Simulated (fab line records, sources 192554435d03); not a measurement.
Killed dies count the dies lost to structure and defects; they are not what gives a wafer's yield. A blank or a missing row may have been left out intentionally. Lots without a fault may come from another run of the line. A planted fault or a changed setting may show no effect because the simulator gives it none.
Comparing a struck lot with a sound one	flow n5_finfet	43 steps out of a route of 1938
Sound: wafers L490.1, L490.3, L490.4. Struck: wafer L499.5; the same lot's L499.2 was not struck, so it is left out; see the end for the cause.
For every step that has rows: the tool of each side, followed by ch and its chambers, followed by its first start. Under that, the readings that differ: sound wafers	struck wafers	difference of the means	sigmas: that difference in standard deviations of wafers without a fault.
alike: words and numbers the same on both sides, and readings whose means are apart by under 2 such deviations; not compared: readings that were withheld, readings missing a value for some wafer, numbers with overlapping values and no deviation given by the record, and bounds like >300 which may hide the same value.
The two part at a step that has a row with sigmas, a row that says differs or no value, or rows on one side only. When numbers do not overlap yet have no deviation, they are printed without sigmas and do not part them. A reading that every wafer of one side lacks parts them only if that side has two wafers or more.

first, 3 steps without rows for these wafers: N5_BEOL_M8_ECD_50 (material Cu, target thk 300 nm); N5_BEOL_M8_ANNEAL_51 (time 90 s); N5_BEOL_M8_CMP_52 (polishes, stops on SiCOH lowk, t overpolish 6.9 s, target thk 80 nm).
N5_BEOL_M8_THK_MEAS_53: measures by xrf.
  sound on film_metro-01 at day 10 19:49; struck on film_metro-02 at day 13 06:08
  alike: M8_THK
then, 1 step without rows for these wafers: N5_BEOL_M8_PRE_CLEAN_55 (time 15 s).
N5_BEOL_M8_DEP_56: deposits SiCN from 3MS/NH3, target thk 10 nm, time 17.5 s.
  sound on pecvd-02 ch 0,1, day 10 19:52; struck on pecvd-01 ch 1, day 13 06:11
reading	sound	struck	difference	sigmas
throttle_valve_pct (%)	8.9 9.1 8.8	10.3	+1.4	+2
  alike: showerhead_plenum_p_Torr
N5_BEOL_M8_RS_MEAS_57: measurement is done with a four-point probe.
  sound on film_metro-01 at day 10 19:56; struck on film_metro-02 at day 13 06:16
  alike: M8_RS
N5_BEOL_M8_INSPECT_58: inspects for defects (darkfield).
  sound on defect_inspect-02 at day 10 19:58; struck on defect_inspect-02 at day 13 06:17
  alike: raw_defect_count
then, 1 step without rows for these wafers: N5_BEOL_M9_ILD_DEP_00 (deposits SiCOH lowk from DEMS/porogen, target thk 308.51 nm, time 58 s).
N5_BEOL_M9_CURE_71: cures SiCOH lowk, time 240 s.
  sound on uv_cure-01 ch 2, day 10 20:05; struck on uv_cure-03 ch 2, day 13 06:34
  alike: lamp_power_pct, wafer_temp_C_max
N5_BEOL_M9_THK_MEAS_01:
  sound on film_metro-02 at day 10 20:45; struck on film_metro-01 at day 13 07:23
  alike: M9_ILD_THK
N5_BEOL_M9_PECVD_70: deposits SiO2 from TEOS/O2, target thk 20 nm, time 22.7 s.
  sound on pecvd-01 ch 0,1,2, day 10 20:47; struck on pecvd-03 ch 0, day 13 07:26
  alike: heater_power_w, showerhead_plenum_p_Torr, throttle_valve_pct
N5_BEOL_M9_HM_DEP_02: deposits TiN, target thk 20 nm.
  sound on pvd_sputter-03 at day 10 21:39; struck on pvd_sputter-01 at day 13 08:59
  alike: throttle_valve_pct
then, 8 steps without rows for these wafers: N5_BEOL_M9_COAT_59 (time 60 s, resist thk 100 nm); N5_BEOL_M9_COAT_60 (time 60 s, resist thk 30 nm); N5_BEOL_M9_COAT_05 (resist thk 90 nm); N5_BEOL_M9_EBR_07; N5_BEOL_M9_SOFTBAKE_06 (time 60 s); N5_BEOL_M9_EXPOSE_08 (exposes mask M9); N5_BEOL_M9_PEB_09 (peb time 60 s); N5_BEOL_M9_DEVELOP_10 (develop time 30 s).
N5_BEOL_M9_CD_MEAS_11: the cd target is 64.1 nm.
  sound on cd_sem-03 ch 0, day 10 22:08; struck on cd_sem-01 ch 0, day 13 09:29
  alike: cd_nm
N5_BEOL_M9_OVL_MEAS_12:
  sound on overlay-02 ch 0, day 10 22:10; struck on overlay-01 ch 0, day 13 09:31
  alike: M9_OVL
N5_BEOL_M9_INSPECT_13: inspects for defects (brightfield).
  sound on defect_inspect-01 at day 10 22:12; struck on defect_inspect-01 at day 13 09:32
reading	sound	struck	difference	sigmas
raw_defect_count	362 393 355	885	+515	+6
then, 2 steps without rows for these wafers: N5_BEOL_M9_DESCUM_16 (chemistry O2, time 7.9 s); N5_BEOL_M9_ETCH_61 (etches SiARC in CF4, target depth 39 nm, time 65 s).
N5_BEOL_M9_ETCH_62: etches SOC in N2/H2, target depth 110 nm, overetch 22 nm, time 165 s.
  sound on rie_diel-03 ch 0,1,3, day 10 22:27; struck on rie_diel-01 ch 2, day 13 09:39
reading	sound	struck	difference	sigmas
oes_product_au (a.u.)	0.61 0.64 0.61	0.74	+0.12	+3
  alike: drypump_motor_current_A, rf_vpp_V, showerhead_plenum_p_Torr, throttle_valve_pct
  not compared: rf_hours_counter_h
then, 2 steps without rows for these wafers: N5_BEOL_M9_STRIP_68 (strips in N2/H2); N5_BEOL_M9_STRIP_67 (strips in CF4).
N5_BEOL_M9_HM_OPEN_17: chemistry Cl2/BCl3, target TiN, target depth 20 nm, overetch 6 nm.
  sound on rie_metal-02 ch 0,1, day 10 22:38; struck on rie_metal-01 ch 0, day 13 09:50
  alike: drypump_motor_current_A, oes_product_au, throttle_valve_pct
  not compared: rf_hours_counter_h
then, 1 step without rows for these wafers: N5_BEOL_M9_STRIP_19 (strips in O2).
N5_BEOL_M9_CD_MEAS_18: pitch 140 nm, target cd 70 nm.
  sound on cd_sem-03 at day 10 22:49; struck on cd_sem-02 at day 13 10:01
  alike: cd_nm
then, 9 steps without rows for these wafers: N5_BEOL_M9_COAT_63 (time 60 s, resist thk 60 nm); N5_BEOL_M9_COAT_64 (time 60 s, resist thk 12 nm); N5_BEOL_M9_COAT_75 (time 60 s, resist thk 5 nm); N5_BEOL_M9_COAT_22 (resist thk 30 nm); N5_BEOL_M9_EBR_24; N5_BEOL_M9_SOFTBAKE_23 (time 60 s); N5_BEOL_M9_EXPOSE_25 (exposes mask V8); N5_BEOL_M9_PEB_26 (peb time 60 s); N5_BEOL_M9_DEVELOP_27 (develop time 30 s).
N5_BEOL_M9_CD_MEAS_28: the cd target is 70 nm.
  sound on cd_sem-02 ch 0, day 10 23:59; struck on cd_sem-01 ch 0, day 13 11:19
  alike: cd_nm
N5_BEOL_M9_INSPECT_30: inspects for defects (brightfield).
  sound on defect_inspect-01 at day 11 00:04; struck on defect_inspect-02 at day 13 11:23
reading	sound	struck	difference	sigmas
raw_defect_count	353 396 381	873	+496	+6

== WHERE THEY PART ==
Earliest at N5_BEOL_M8_DEP_56; latest, in this record, at N5_BEOL_M9_INSPECT_30.

WHY: the cause the simulator had injected
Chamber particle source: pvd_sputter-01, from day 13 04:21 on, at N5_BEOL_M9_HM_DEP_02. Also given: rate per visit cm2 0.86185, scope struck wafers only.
